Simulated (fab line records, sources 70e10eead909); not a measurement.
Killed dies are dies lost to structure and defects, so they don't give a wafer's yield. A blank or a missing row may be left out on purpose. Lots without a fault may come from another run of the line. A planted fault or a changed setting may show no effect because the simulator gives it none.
Chamber matching | flow nand_harc | NHARC_P_GATE_ETCH_32 on rie_si-02: 4 sister chambers
The step etches the open film in HBr/Cl2, target depth 150 nm, time 100.1 s. 4 wafers are shown with their chamber, then 7 later ones without.

WAFERS WITH THEIR CHAMBER
wafer  | chamber | oes_product_au (a.u.)
L288.3 | 0       | 0.998
L288.5 | 3       | 1.002
L291.3 | 1       | 1.009
L291.4 | 2       | 0.989

WAFERS WITHOUT THEIR CHAMBER
wafer  | oes_product_au (a.u.)
L291.6 | 1.000
L295.1 | 0.991
L295.3 | 0.994
L295.4 | 0.999
L297.1 | 1.015
L297.2 | 1.012
L297.5 | 0.992

WHICH CHAMBER EACH WENT THROUGH
wafer  | from the rows above          | in truth
L291.6 | can't be placed: 0 or 3      | 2
L295.1 | can't be placed: 2 or 0      | 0
L295.3 | can't be placed: 0 or 2 or 3 | 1
L295.4 | can't be placed: 0 or 3      | 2
L297.1 | 1                            | 1
L297.2 | 1                            | 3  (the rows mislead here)
L297.5 | can't be placed: 2 or 0      | 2
Placed correctly: 1 of 7. Can't be placed from these rows: 5 (the true chamber is among the candidates in 2). Placed wrongly: 1.
How it was worked out, from the rows above alone: a wafer's distance from a chamber is the root of the sum, over the readings, of the square of ((its reading less the chamber's mean) divided by the reading's scatter). The wafer belongs to the nearest chamber; if the next one is less than 2 further off, it can't be placed. A chamber's mean is the mean of its shown wafers. The scatter: with one shown wafer a chamber, the root of the mean of the squares of how far each hidden wafer lies from its nearest shown one.
